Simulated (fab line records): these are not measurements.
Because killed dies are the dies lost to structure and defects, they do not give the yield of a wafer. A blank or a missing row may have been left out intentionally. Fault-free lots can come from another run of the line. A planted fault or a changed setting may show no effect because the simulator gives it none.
Matching of chambers ; flow n5_finfet ; 4 sister chambers for N5_BEOL_M9_ETCH_62 on rie_diel-01
The step etches SOC in N2/H2, target depth 110 nm, overetch 22 nm, time 165 s. 4 wafers are shown with their chamber, then 10 later ones without.

## WAFERS WITH THEIR CHAMBER
wafer;chamber;showerhead_plenum_p_Torr (Torr)
L086.5;1;2.71
L086.6;2;2.56
L087.2;0;2.47
L087.4;3;2.58

## WAFERS WHOSE CHAMBER IS MISSING
wafer;showerhead_plenum_p_Torr (Torr)
L087.6;2.58
L091.1;2.47
L091.2;2.57
L091.3;2.70
L094.1;2.70
L094.5;2.55
L094.6;2.57
L093.1;2.55
L093.4;2.47
L093.5;2.57

## WHICH CHAMBER EACH WENT THROUGH
wafer;from the rows above;in truth
L087.6;3;3
L091.1;0;0
L091.2;can't be placed: 2 or 3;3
L091.3;1;1
L094.1;1;1
L094.5;2;2
L094.6;can't be placed: 2 or 3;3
L093.1;2;2
L093.4;0;0
L093.5;can't be placed: 2 or 3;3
Placed correctly: 7 of 10. Not placeable from these rows: 3 (in 3, the candidates include the true chamber). Number placed wrongly: 0.
How it was worked out, from the rows above alone: a wafer's distance from a chamber is the root of the sum, over the readings, of the square of ((its reading less the chamber's mean) divided by the reading's scatter). The wafer belongs to the nearest chamber; if the next one is less than 2 further off, it can't be placed. Each chamber's mean is taken over the wafers shown for it. The scatter: with one shown wafer a chamber, the root of the mean of the squares of how far each hidden wafer lies from its nearest shown one.
